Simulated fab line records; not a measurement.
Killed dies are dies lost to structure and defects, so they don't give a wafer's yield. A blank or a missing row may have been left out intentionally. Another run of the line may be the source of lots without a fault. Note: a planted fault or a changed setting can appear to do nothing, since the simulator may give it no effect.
What tool caused it? | flow n5 finfet | 15 lots, 38 wafers sampled, at 6 steps of a route of 1938

## WHAT EACH GAUGE READ, for each wafer
N5_WELL_APT_OVL_MEAS_26.
lot  | measured    | on         | PWELL_OVL (nm)
L546 | day 1 20:53 | overlay-02 | -3 -2 4
L547 | day 2 02:52 | overlay-01 | -2 -4
L548 | day 2 09:03 | overlay-02 | -2 -12 0
L549 | day 2 15:34 | overlay-01 | -9 -9 -6
L550 | day 2 22:17 | overlay-02 | -5 -4
L552 | day 3 08:56 | overlay-01 | -13 -4 -14
L553 | day 3 15:45 | overlay-02 | -4 -5
L555 | day 4 03:10 | overlay-01 | -3 3
L556 | day 4 09:27 | overlay-02 | 3 3
L558 | day 4 21:02 | overlay-01 | -7 -2 -2
L563 | day 6 03:28 | overlay-02 | -4 -7 -3
L564 | day 6 08:48 | overlay-02 | -5 -10
L566 | day 6 21:07 | overlay-01 | -5 -7 -3
L567 | day 7 03:16 | overlay-01 | 5 1 -2
L568 | day 7 08:52 | overlay-02 | -10 -9

N5_PMOS_HMC_CHANNEL_EPI_THK_MEAS_22.
lot  | measured    | on            | HMC_CMP_THK (nm)
L546 | day 2 01:15 | film metro-01 | 52.4 53.2 52.0
L547 | day 2 08:55 | film metro-01 | 53.3 54.7
L548 | day 2 14:16 | film metro-01 | 53.3 52.6 52.5
L549 | day 2 20:14 | film metro-01 | 53.1 53.6 53.5
L550 | day 3 03:11 | film metro-02 | 51.4 52.5
L552 | day 3 13:35 | film metro-02 | 53.6 54.1 54.8
L553 | day 3 20:44 | film metro-01 | 55.2 54.2
L555 | day 4 08:07 | film metro-01 | 38.8 52.6
L556 | day 4 14:35 | film metro-01 | 40.2 52.5
L558 | day 5 01:43 | film metro-02 | 39.1 39.5 54.5
L563 | day 6 09:02 | film metro-02 | 51.4 54.7 54.3
L564 | day 6 13:32 | film metro-01 | 53.5 55.1
L566 | day 7 02:05 | film metro-01 | 52.4 54.4 53.9
L567 | day 7 08:55 | film metro-01 | 54.8 54.3 54.6
L568 | day 7 14:08 | film metro-01 | 53.1 55.5

N5_BEOL_M4_RC_MEAS_101.
lot  | measured     | on        | CJ_P           | DIBL_N (mV/V)  | DIBL_P (mV/V)    | IOFF_N (nA/um) | IOFF_P (nA/um)   | IOFF_P_85C (nA/um) | IOFF_P_LIN (nA/um) | IOFF_P_LONG (nA/um)        | ION_N (uA/um) | ION_P (uA/um) | REXT_P (ohm.um)   | RS_NWELL (ohm/sq) | SS_N (mV/dec)  | SS_P (mV/dec)    | VT_N (mV)   | VT_P (mV)            | VT_P_LONG (mV)
L546 | day 8 09:50  | prober-02 | 5.90 5.87 5.81 | 35.1 36.0 34.3 | 37.0 36.9 35.4   | 0.16 0.15 0.14 | 0.24 0.23 0.20   | 4.1 3.9 3.4        | 0.114 0.105 0.096  | 0.000119 0.000112 0.000112 | 691 666 674   | 474 459 464   | 98.7 100.2 103.6  | 1044 1035 1050    | 71.2 71.7 71.2 | 74.0 73.6 73.3   | 251 253 249 | -247.6 -248.0 -248.0 | -271.1 -271.6 -272.5
L547 | day 8 13:13  | prober-02 | 5.83 5.52      | 40.9 39.4      | 43.9 41.2        | 0.29 0.23      | 0.35 0.29        | 5.8 4.9            | 0.148 0.128        | 0.000109 0.000103          | 703 682       | 476 461       | 98.6 99.4         | 1032 1025         | 72.5 72.1      | 75.0 74.2        | 241 245     | -245.6 -245.4        | -274.4 -275.6
L548 | day 8 12:47  | prober-01 | 5.82 5.89 5.88 | 33.5 35.6 35.8 | 33.0 35.0 35.6   | 0.12 0.15 0.14 | 0.17 0.19 0.19   | 3.0 3.4 3.4        | 0.085 0.091 0.092  | 0.000111 0.000108 0.000109 | 677 665 667   | 465 453 452   | 99.2 100.7 99.0   | 1030 1039 1034    | 70.8 71.1 70.7 | 72.1 72.9 73.2   | 254 249 251 | -252.8 -252.3 -250.6 | -275.1 -275.1 -274.0
L549 | day 9 05:56  | prober-02 | 5.82 5.85 5.85 | 35.4 34.6 37.6 | 35.1 34.5 37.6   | 0.14 0.14 0.18 | 0.20 0.19 0.22   | 3.4 3.3 3.8        | 0.094 0.093 0.102  | 0.0001 0.000102 0.000104   | 662 659 683   | 456 451 469   | 101.6 102.1 102.7 | 1041 1031 1038    | 71.9 72.0 72.3 | 74.4 73.8 74.3   | 255 254 251 | -251.6 -250.6 -250.2 | -274.4 -273.7 -272.9
L550 | day 9 03:45  | prober-01 | 6.37 6.10      | 38.2 40.7      | 38.3 40.6        | 0.17 0.23      | 0.27 0.31        | 4.6 5.2            | 0.123 0.138        | 0.000119 0.000117          | 664 681       | 468 468       | 96.5 97.7         | 1035 1041         | 71.4 72.2      | 73.9 74.6        | 247 247     | -245.9 -244.4        | -273.8 -270.7
L552 | day 9 13:22  | prober-02 | 5.97 5.91 5.84 | 36.1 36.6 36.8 | 34.1 36.1 36.1   | 0.13 0.14 0.15 | 0.19 0.22 0.23   | 3.3 3.7 3.9        | 0.093 0.103 0.106  | 0.000113 0.000113 0.000108 | 668 676 654   | 461 470 456   | 98.1 97.4 98.3    | 1041 1038 1047    | 70.6 71.1 71.0 | 72.6 72.7 73.3   | 256 251 252 | -251.9 -249.4 -248.9 | -273.7 -272.2 -273.5
L553 | day 10 02:35 | prober-02 | 5.62 5.79      | 34.7 37.2      | 36.2 38.4        | 0.14 0.19      | 0.21 0.25        | 3.7 4.2            | 0.100 0.113        | 0.00011 0.000111           | 661 668       | 459 466       | 107.7 107.4       | 1039 1032         | 71.6 72.7      | 73.8 74.6        | 252 249     | -247.3 -244.8        | -272.1 -274.0
L555 | day 10 14:08 | prober-02 | 4.56 5.99      | 35.7 36.0      | 71.0 36.7        | 0.15 0.16      | 4.52 0.24        | 46.8 3.9           | 0.213 0.109        | 7.4e-05 0.000111           | 671 659       | 363 458       | 111.9 96.7        | 1070 1040         | 71.8 71.3      | 104.1 74.0       | 254 250     | -251.6 -248.8        | -283.2 -273.1
L556 | day 11 01:46 | prober-01 | 4.70 5.91      | 37.3 32.4      | 90.9 32.4        | 0.17 0.10      | 13.83 0.16       | 122.8 2.9          | 0.327 0.082        | 7.4e-05 0.000105           | 664 649       | 358 451       | 115.5 99.5        | 1074 1034         | 72.1 70.4      | 120.9 72.7       | 249 258     | -249.5 -252.9        | -285.0 -274.1
L558 | day 11 10:51 | prober-01 | 4.43 4.71 5.66 | 36.4 38.6 37.2 | 118.7 142.8 37.6 | 0.15 0.18 0.15 | 31.48 53.38 0.23 | 245.3 379.6 3.9    | 0.481 0.687 0.109  | 6.9e-05 6.8e-05 0.000101   | 675 668 675   | 352 341 472   | 118.4 122.1 97.1  | 1066 1080 1039    | 72.1 73.1 71.5 | 138.9 149.6 73.6 | 253 249 254 | -253.8 -252.2 -250.4 | -284.9 -286.2 -273.9
L563 | day 12 15:34 | prober-01 | 6.14 5.58 5.35 | 34.4 37.2 38.1 | 34.4 37.1 38.7   | 0.12 0.17 0.19 | 0.16 0.19 0.22   | 2.9 3.4 3.7        | 0.082 0.092 0.100  | 0.000105 9.5e-05 9.3e-05   | 665 671 687   | 450 457 462   | 96.7 97.5 98.7    | 1032 1038 1034    | 71.6 71.5 71.6 | 73.0 73.6 73.9   | 254 249 246 | -251.9 -252.1 -250.4 | -277.4 -277.8 -277.3
L564 | day 12 20:08 | prober-01 | 5.58 5.51      | 40.9 39.5      | 43.4 40.8        | 0.28 0.22      | 0.34 0.28        | 5.5 4.6            | 0.142 0.120        | 0.000111 0.000105          | 707 682       | 486 456       | 101.2 101.7       | 1026 1031         | 74.2 73.1      | 75.1 75.3        | 243 244     | -244.5 -247.6        | -273.0 -274.3
L566 | day 13 11:34 | prober-01 | 6.18 5.70 5.63 | 35.2 33.2 35.0 | 35.2 32.6 34.3   | 0.16 0.13 0.17 | 0.24 0.19 0.21   | 4.0 3.4 3.7        | 0.114 0.099 0.105  | 0.000121 0.000114 0.000109 | 658 666 649   | 459 464 453   | 98.4 98.7 101.4   | 1021 1036 1026    | 71.6 71.5 72.1 | 73.2 72.3 72.9   | 249 252 250 | -246.8 -248.8 -248.8 | -272.9 -271.8 -274.3
L567 | day 13 14:06 | prober-02 | 5.63 5.64 5.60 | 37.3 33.3 37.4 | 35.9 32.1 37.0   | 0.17 0.11 0.19 | 0.21 0.15 0.23   | 3.7 2.8 3.9        | 0.103 0.082 0.110  | 0.000102 0.000103 0.000102 | 681 664 700   | 462 455 474   | 100.6 101.4 101.1 | 1029 1028 1037    | 72.1 70.4 71.9 | 73.4 72.4 73.5   | 248 254 245 | -250.6 -254.1 -250.7 | -272.3 -275.3 -273.4
L568 | day 13 14:38 | prober-01 | 5.63 5.44      | 34.0 39.7      | 35.0 42.6        | 0.15 0.27      | 0.20 0.35        | 3.5 5.5            | 0.100 0.147        | 0.000111 0.000109          | 686 712       | 473 485       | 101.2 101.0       | 1049 1036         | 71.6 73.2      | 73.2 75.6        | 247 242     | -249.2 -245.4        | -270.9 -270.0

## WHICH TOOL RAN EACH LOT (tool, then ch and the chambers of the sampled wafers, then the start)
lot  | N5_PMOS_HMC_CHANNEL_EPI_ETCH_32   | N5_PMOS_HMC_CHANNEL_EPI_EPI_20 | N5_PMOS_HMC_CHANNEL_EPI_EPI_26
L546 | rie diel-04 ch 1,2, day 1 23:02   | epi rpcvd-01 ch 0, day 1 23:49 | epi rpcvd-01 ch 0, day 2 01:25
L547 | rie diel-04 ch 0,3, day 2 06:12   | epi rpcvd-01 ch 0, day 2 07:11 | epi rpcvd-02 ch 0, day 2 09:08
L548 | rie diel-04 ch 0,1,3, day 2 12:02 | epi rpcvd-02 ch 0, day 2 12:50 | epi rpcvd-01 ch 0, day 2 14:25
L549 | rie diel-01 ch 0,2, day 2 17:58   | epi rpcvd-01 ch 0, day 2 19:12 | epi rpcvd-03 ch 0, day 2 20:30
L550 | rie diel-02 ch 0, day 3 00:50     | epi rpcvd-03 ch 0, day 3 01:28 | epi rpcvd-02 ch 0, day 3 03:17
L552 | rie diel-01 ch 2,3, day 3 11:22   | epi rpcvd-03 ch 0, day 3 11:58 | epi rpcvd-01 ch 0, day 3 13:42
L553 | rie diel-02 ch 0,1, day 3 18:07   | epi rpcvd-01 ch 0, day 3 18:58 | epi rpcvd-03 ch 0, day 3 20:53
L555 | rie diel-01 ch 0,3, day 4 05:39   | epi rpcvd-03 ch 0, day 4 06:29 | epi rpcvd-02 ch 0, day 4 08:17
L556 | rie diel-04 ch 0,1, day 4 12:09   | epi rpcvd-03 ch 0, day 4 12:47 | epi rpcvd-01 ch 0, day 4 14:41
L558 | rie diel-04 ch 0,3, day 4 23:30   | epi rpcvd-03 ch 0, day 5 00:05 | epi rpcvd-01 ch 0, day 5 01:50
L563 | rie diel-02 ch 0,1, day 6 06:25   | epi rpcvd-01 ch 0, day 6 07:16 | epi rpcvd-02 ch 0, day 6 09:13
L564 | rie diel-04 ch 0,3, day 6 11:19   | epi rpcvd-02 ch 0, day 6 12:06 | epi rpcvd-01 ch 0, day 6 13:43
L566 | rie diel-04 ch 1,2, day 6 23:28   | epi rpcvd-01 ch 0, day 7 00:19 | epi rpcvd-02 ch 0, day 7 02:15
L567 | rie diel-01 ch 0,1,2, day 7 06:41 | epi rpcvd-02 ch 0, day 7 07:16 | epi rpcvd-03 ch 0, day 7 09:01
L568 | rie diel-04 ch 0,1, day 7 11:54   | epi rpcvd-03 ch 0, day 7 13:06 | epi rpcvd-01 ch 0, day 7 14:26
- N5_PMOS_HMC_CHANNEL_EPI_ETCH_32: etches BARC in N2/H2, stops on SiO2, target depth 85.8 nm, time 50.3 s.
- N5_PMOS_HMC_CHANNEL_EPI_EPI_20: deposits SiGe30, target thk 59 nm.
- N5_PMOS_HMC_CHANNEL_EPI_EPI_26: deposits Si from SiH4/H2, target thk 3.8 nm, time 22.7 s.

## AS READ BY THE TOOLS THEMSELVES (means over the sampled wafers that have a number; for cases with no such wafer, the mark the record gives instead)
N5_PMOS_HMC_CHANNEL_EPI_ETCH_32.
lot  | tool        | drypump motor current A (A) | h2 flow sccm (sccm) | oes product au (a.u.) | rf fwd power W (W) | rf vpp V (V) | showerhead plenum p Torr (Torr) | throttle valve pct (%)
L546 | rie diel-04 | 5.3                         | 200.1               | 0.62                  | 830                | 524.7        | 2.57                            | 18.08
L547 | rie diel-04 | 6.4                         | 200.1               | 0.69                  | 834                | 524.7        | 2.56                            | 17.79
L548 | rie diel-04 | 5.9                         | 199.8               | 0.65                  | 833                | 524.4        | 2.58                            | 17.96
L549 | rie diel-01 | 6.2                         | 200.2               | 0.66                  | 833                | 522.7        | 2.49                            | 17.72
L550 | rie diel-02 | 5.6                         | 200.1               | 0.61                  | 833                | 526.5        | 2.65                            | 18.30
L552 | rie diel-01 | 6.5                         | 199.5               | 0.68                  | 834                | 522.1        | 2.51                            | 17.43
L553 | rie diel-02 | 5.4                         | 200.4               | 0.64                  | 834                | 524.6        | 2.60                            | 18.02
L555 | rie diel-01 | 5.7                         | 199.4               | 0.74                  | 831                | 523.7        | 2.51                            | 17.45
L556 | rie diel-04 | 5.5                         | 200.1               | 0.73                  | 832                | 525.4        | 2.65                            | 18.02
L558 | rie diel-04 | 6.3                         | 200.2               | 0.67                  | 832                | 525.7        | 2.59                            | 17.91
L563 | rie diel-02 | 5.5                         | 199.9               | 0.63                  | 834                | 525.1        | 2.58                            | 17.97
L564 | rie diel-04 | 6.4                         | 201.0               | 0.67                  | 830                | 523.7        | 2.54                            | 17.84
L566 | rie diel-04 | 5.5                         | 199.7               | 0.69                  | 832                | 522.2        | 2.50                            | 17.81
L567 | rie diel-01 | 6.1                         | 200.4               | 0.73                  | 831                | 523.0        | 2.52                            | 17.70
L568 | rie diel-04 | 5.5                         | 199.6               | 0.70                  | 832                | 524.7        | 2.63                            | 18.05

N5_PMOS_HMC_CHANNEL_EPI_EPI_26.
lot  | tool         | throttle valve pct (%)
L546 | epi rpcvd-01 | 10.9
L547 | epi rpcvd-02 | 11.6
L548 | epi rpcvd-01 | 10.9
L549 | epi rpcvd-03 | 10.9
L550 | epi rpcvd-02 | 11.6
L552 | epi rpcvd-01 | 10.9
L553 | epi rpcvd-03 | 10.8
L555 | epi rpcvd-02 | 11.7
L556 | epi rpcvd-01 | 11.0
L558 | epi rpcvd-01 | 11.0
L563 | epi rpcvd-02 | 11.6
L564 | epi rpcvd-01 | 11.1
L566 | epi rpcvd-02 | 11.5
L567 | epi rpcvd-03 | 10.8
L568 | epi rpcvd-01 | 11.1

## THE ANSWER, worked out from the rows above alone
Rule: usual is defined by the lots themselves. The widest of any qualifying gaps counts: lots, ordered by their means at a reading, are off when they make up no more than a third of the lots, leave a main group of 4 or more, and stand apart from it by 3 or more times the standard deviation of that group's means. If all means in a main group match to the digits the tables above print for the reading, that group is not used. Also off: a lot with no number at a reading for which 4 or more lots have one. The other lots that the step has rows for count as sound. After the gauges, taken in route order, come the tools' own readings; for these a lot's mean is taken, as printed above. At the first step where some lot is off, the reading lying furthest off is the one used; lots without a number count as furthest.
Off: at N5_PMOS_HMC_CHANNEL_EPI_THK_MEAS_22 (HMC_CMP_THK), L555, L556, L558. The main group: mean 53.6 nm, standard deviation 0.82.
If a tool, at a process step before that reading, ran all the lots that are off and no sound lot after the first of them, it fits. Not tried: the gauges at N5_PMOS_HMC_CHANNEL_EPI_THK_MEAS_22; whatever is off there is also off at N5_BEOL_M4_RC_MEAS_101, on other tools, and gauge error can't account for it. Not one of the candidates tried fits.

## WHAT THE SIMULATOR PUT IN
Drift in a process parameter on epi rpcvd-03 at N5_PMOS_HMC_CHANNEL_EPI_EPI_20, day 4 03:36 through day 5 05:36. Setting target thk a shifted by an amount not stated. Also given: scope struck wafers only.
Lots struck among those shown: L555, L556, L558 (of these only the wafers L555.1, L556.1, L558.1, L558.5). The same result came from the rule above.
